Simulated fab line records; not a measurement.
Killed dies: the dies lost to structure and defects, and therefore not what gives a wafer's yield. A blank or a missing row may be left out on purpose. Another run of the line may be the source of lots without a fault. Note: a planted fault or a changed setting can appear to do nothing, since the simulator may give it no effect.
Problem report, 8D (eight disciplines) form, completed by code ; flow n5-finfet ; the parts of the form that need people (team, actions taken, sign-off) are left out

== 1. WHAT WENT WRONG ==
M7_ILD_THK at N5_BEOL_M7_THK_MEAS_01 reads a mean of 241.7 nm on 1 wafer of 1 lot; wafers without a fault read 154.8 nm with a standard deviation of 1.9. Measured from the usual mean, that is +46 standard deviations.
Seen first at day 12 10:34 on film-metro-02, wafer L146.1. Wafers with a number at this step in the record: 26, from 9 lots. Rule for "out" (also "out of limits"): further than 4 standard deviations from the usual mean. All remaining wafers that have a number are taken as sound.

== 2. WHAT IT IS, AND WHAT IT ISN'T ==
question;is;is not
which readings at this step;M7_ILD_THK;-
which lots;L146;L134, L135, L138, L147, L148, L153, L155, L156
which wafers of those lots;L146.1;L146.5
read on which gauges;film-metro-02;film-metro-01
when;from day 12 10:34;"up to then (10 sound wafers); but 15 sound wafers of L147, L148, L153, L155, L156 came after"

== 3. THE SUSPECTS, EACH WITH WHAT RULES IT OUT ==
Counting: a tool at a process step up to the reading stays a suspect if it ran every lot that is out. Sound lots after the first of them don't rule it out here, since some wafers of a struck lot are sound.
- the gauge at N5_BEOL_M7_THK_MEAS_01 has been ruled out. All the wafers that are out were read on film-metro-02, but those of them that N5_PASSIVATION_PROBE_49 has rows for are out there too, on other tools.
- rie-diel-04 at N5_BEOL_M6_TRENCH_ETCH_37 (etches SiCOH lowk in C4F6/O2, target depth 94.435 nm, time 31.5 s): kept. L146, the lot that is out, went through it at day 12 07:31; up to then, the latest sound lot through it was L138 at day 10 10:54. N5_BEOL_M6_TRENCH_ETCH_37: start missing for some lots; hours and lot order therefore follow N5_BEOL_M6_PRE_CLEAN_45.
- pvd-sputter-01 at N5_BEOL_M6_PRE_CLEAN_45 (time 30 s): kept. L146, the lot that is out, went through it at day 12 07:31; up to then, the latest sound lot through it was L138 at day 10 10:54.
- pvd-sputter-01 at N5_BEOL_M6_SPUTTER_48 (material Cu, target thk 10 nm, time 1.667 s): kept. It ran the lot that is out, L146 (day 12 08:26).
- pecvd-01 at N5_BEOL_M7_ILD_DEP_00 (deposits SiCOH lowk from DEMS/porogen, target thk 179.75 nm, time 33.4 s): kept. L146, the lot that is out, went through it at day 12 09:59; up to then, the latest sound lot through it was L135 at day 8 23:49.
- The sound lot-mates ran in chamber 1 of rie-diel-04 at N5_BEOL_M6_TRENCH_ETCH_37, but the wafers that are out ran in chamber 3.
- The sound lot-mates ran in chamber 2 of pecvd-01 at N5_BEOL_M7_ILD_DEP_00, but the wafers that are out ran in chamber 0.
Left after counting: rie-diel-04 at N5_BEOL_M6_TRENCH_ETCH_37, pvd-sputter-01 at N5_BEOL_M6_PRE_CLEAN_45, pvd-sputter-01 at N5_BEOL_M6_SPUTTER_48, pecvd-01 at N5_BEOL_M7_ILD_DEP_00.

== 4. THE CAUSE (what the simulator had put in) ==
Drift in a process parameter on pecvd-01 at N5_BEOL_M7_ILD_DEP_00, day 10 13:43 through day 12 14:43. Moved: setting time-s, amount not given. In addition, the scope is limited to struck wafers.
Counting left 4 suspects, and this tool is among them.

== 5. THE CHAIN OF EFFECTS, in route order ==
Rows list readings where the struck wafers' mean (over those with a number) sits beyond 3 standard deviations from the usual. Scope: only readings with a usual standard deviation given in the record; hours: median across lots of the time from each lot's start at the first step in this table that gives one to its start at this step; sigmas: change in usual standard deviations.
hours;step;reading;usual;on struck wafers;change;sigmas
0;N5_BEOL_M7_THK_MEAS_01;M7_ILD_THK;154.8 nm;241.7;+86.9;+46
79;N5_PASSIVATION_PROBE_49;defect-limited-yield;90.9 %;0.0;-90.9;-65
79;N5_PASSIVATION_PROBE_49;killed_at_M4_up;14;1119;+1105;+99 or more
79;N5_PASSIVATION_PROBE_49;killed-dies;107;1180;+1073;+63
79;N5_PASSIVATION_PROBE_49;killed-on-rim;14;152;+138;+31
79;N5_PASSIVATION_PROBE_49;sort_bin_5_function;5.3 %;97.5;+92.2;+97
79;N5_PASSIVATION_PROBE_49;sort-n-pass;1073;0;-1073;-63
79;N5_PASSIVATION_PROBE_49;sort-yield-pct;90.9 %;0.0;-90.9;-61
The process steps in it:
- N5_PASSIVATION_PROBE_49

== 6. HOW IT WOULD HAVE BEEN CAUGHT EARLIER ==
The first out-of-limits reading at a measuring or inspecting step in this record came at day 12 10:34, 45 hours after the fault's start at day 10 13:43.
No tool reading at N5_BEOL_M7_ILD_DEP_00 that has a usual standard deviation in the record was out on any struck wafer, so an alarm limit of 4 standard deviations on those readings would not have fired.
By day 12 10:34, every lot that is out (1) had started N5_BEOL_M7_ILD_DEP_00 on pecvd-01. A hold on the tool at that time would have spared none of them.
